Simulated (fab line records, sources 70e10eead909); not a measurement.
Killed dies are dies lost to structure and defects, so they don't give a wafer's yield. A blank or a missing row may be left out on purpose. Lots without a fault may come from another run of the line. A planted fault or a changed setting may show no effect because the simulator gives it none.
Which tool did it? | flow nand_harc | 12 lots, 36 wafers sampled, at 2 steps of a route of 1159

WHAT THE GAUGES READ, wafer by wafer
NHARC_A_WL_FILL_INSPECT_15.
lot  | measured     | on                | raw_defect_count
L077 | day 16 08:08 | defect_inspect-02 | 238 378 235
L075 | day 16 12:26 | defect_inspect-01 | 257 352 228
L079 | day 16 23:55 | defect_inspect-01 | 358 292 360
L081 | day 17 17:09 | defect_inspect-02 | 306 332 319
L083 | day 18 04:34 | defect_inspect-01 | 246 323 258
L087 | day 19 07:40 | defect_inspect-01 | 355 485 696
L089 | day 19 15:08 | defect_inspect-01 | 292 305 462
L088 | day 19 21:14 | defect_inspect-01 | 456 350 484
L090 | day 19 22:12 | defect_inspect-02 | 288 204 236
L093 | day 20 15:03 | defect_inspect-01 | 485 371 318
L095 | day 21 12:40 | defect_inspect-02 | 382 307 519
L096 | day 22 03:32 | defect_inspect-02 | 499 410 444

WHICH TOOL RAN EACH LOT (tool, then ch and the chambers of the sampled wafers, then the start)
lot  | NHARC_A_WL_FILL_STRIP_29
L077 | rie_diel-13 ch 0,1, day 15 21:00
L075 | rie_diel-13 ch 0,1,3, day 16 01:10
L079 | rie_diel-03 ch 1,2,3, day 16 09:47
L081 | rie_diel-03 ch 0,3, day 17 05:35
L083 | rie_diel-13 ch 0,1,3, day 17 17:01
L087 | rie_diel-02 ch 1,2,3, day 18 17:19
L089 | rie_diel-13 ch 2,3, day 19 02:54
L088 | rie_diel-13 ch 1,3, day 19 07:34
L090 | rie_diel-13 ch 0,1,2, day 19 11:29
L093 | rie_diel-03 ch 0,2,3, day 20 03:38
L095 | rie_diel-13 ch 0,2,3, day 20 15:17
L096 | rie_diel-13 ch 1,2,3, day 21 08:43
- NHARC_A_WL_FILL_STRIP_29: strips in O2, time 20 s.

THE ANSWER, worked out from the rows above alone
Rule: what is usual is taken from the lots themselves. Put in order of their means at a reading, lots are off if they are a third of the lots or fewer, leave a main group of 4 or more, and stand apart from it by a gap of 3 or more times the standard deviation of the main group's means; of several such gaps the widest counts. A main group whose means are all the same, to the digits that the tables above print for the reading, isn't used. A lot without any number at a reading at which 4 lots or more have one is off too. The other lots that the step has rows for count as sound.
No lot is off at any reading shown: from this, nothing can be told.

WHAT THE SIMULATOR HAD PUT IN
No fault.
